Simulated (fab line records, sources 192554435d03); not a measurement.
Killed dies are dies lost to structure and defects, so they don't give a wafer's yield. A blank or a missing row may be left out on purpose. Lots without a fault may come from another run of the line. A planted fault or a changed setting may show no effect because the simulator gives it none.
Which tool did it? | flow n5_finfet | 11 lots, 32 wafers sampled, at 3 steps of a route of 1938

WHAT THE GAUGES READ, wafer by wafer
N5_BEOL_M11_CD_MEAS_28: target cd 70 nm.
lot  | measured     | on        | cd_nm (nm)
L539 | day 10 14:09 | cd_sem-01 | 71.9 72.5 72.7
L540 | day 11 17:48 | cd_sem-02 | 71.6 70.3 70.9
L543 | day 12 03:05 | cd_sem-03 | 70.6 70.2 68.7
L547 | day 13 02:52 | cd_sem-03 | 72.6 69.9 72.5
L545 | day 13 16:03 | cd_sem-03 | 69.5 70.4 69.1
L550 | day 13 17:43 | cd_sem-01 | 70.0 70.2 71.1
L551 | day 14 08:40 | cd_sem-01 | 68.8 69.0 68.1
L555 | day 14 15:41 | cd_sem-03 | 70.6 70.6
L554 | day 15 12:43 | cd_sem-01 | 69.7 68.9 69.8
L556 | day 15 12:52 | cd_sem-02 | 69.0 69.6 72.3
L561 | day 17 18:13 | cd_sem-03 | 69.5 69.4 69.1

WHICH TOOL RAN EACH LOT (tool, then ch and the chambers of the sampled wafers, then the start)
lot  | N5_BEOL_M11_PECVD_70            | N5_BEOL_M11_STRIP_19
L539 | pecvd-01 ch 1,2, day 10 11:52   | rie_diel-06 ch 0,1, day 10 12:55
L540 | pecvd-04 ch 1,2, day 11 12:31   | rie_diel-02 ch 1,2,3, day 11 16:19
L543 | pecvd-04 ch 0,1,2, day 11 21:08 | rie_diel-05 ch 1,3, day 11 23:51
L547 | pecvd-01 ch 0,2, day 12 20:49   | rie_diel-05 ch 0,2,3, day 12 23:48
L545 | pecvd-04 ch 0,1, day 13 08:37   | rie_diel-06 ch 1,2,3, day 13 11:05
L550 | pecvd-04 ch 0,1,2, day 13 11:02 | rie_diel-02 ch 0,1,3, day 13 17:22
L551 | pecvd-04 ch 0,1, day 14 04:49   | rie_diel-05 ch 0,1,3, day 14 07:35
L555 | pecvd-04 ch 1,2, day 14 10:51   | rie_diel-06 ch 0,2, day 14 14:19
L554 | pecvd-04 ch 0,2, day 15 06:28   | rie_diel-06 ch 0,1, day 15 10:37
L556 | pecvd-04 ch 1,2, day 15 10:55   | rie_diel-02 ch 1,3, day 15 11:57
L561 | pecvd-02 ch 1,2, day 17 14:56   | rie_diel-06 ch 2,3, day 17 17:17
- N5_BEOL_M11_PECVD_70: deposits SiO2 from TEOS/O2, target thk 20 nm, time 22.7 s.
- N5_BEOL_M11_STRIP_19: strips in O2.

THE ANSWER, worked out from the rows above alone
Rule: what is usual is taken from the lots themselves. Put in order of their means at a reading, lots are off if they are a third of the lots or fewer, leave a main group of 4 or more, and stand apart from it by a gap of 3 or more times the standard deviation of the main group's means; of several such gaps the widest counts. A main group whose means are all the same, to the digits that the tables above print for the reading, isn't used. A lot without any number at a reading at which 4 lots or more have one is off too. The other lots that the step has rows for count as sound.
No lot is off at any reading shown: from this, nothing can be told.

WHAT THE SIMULATOR HAD PUT IN
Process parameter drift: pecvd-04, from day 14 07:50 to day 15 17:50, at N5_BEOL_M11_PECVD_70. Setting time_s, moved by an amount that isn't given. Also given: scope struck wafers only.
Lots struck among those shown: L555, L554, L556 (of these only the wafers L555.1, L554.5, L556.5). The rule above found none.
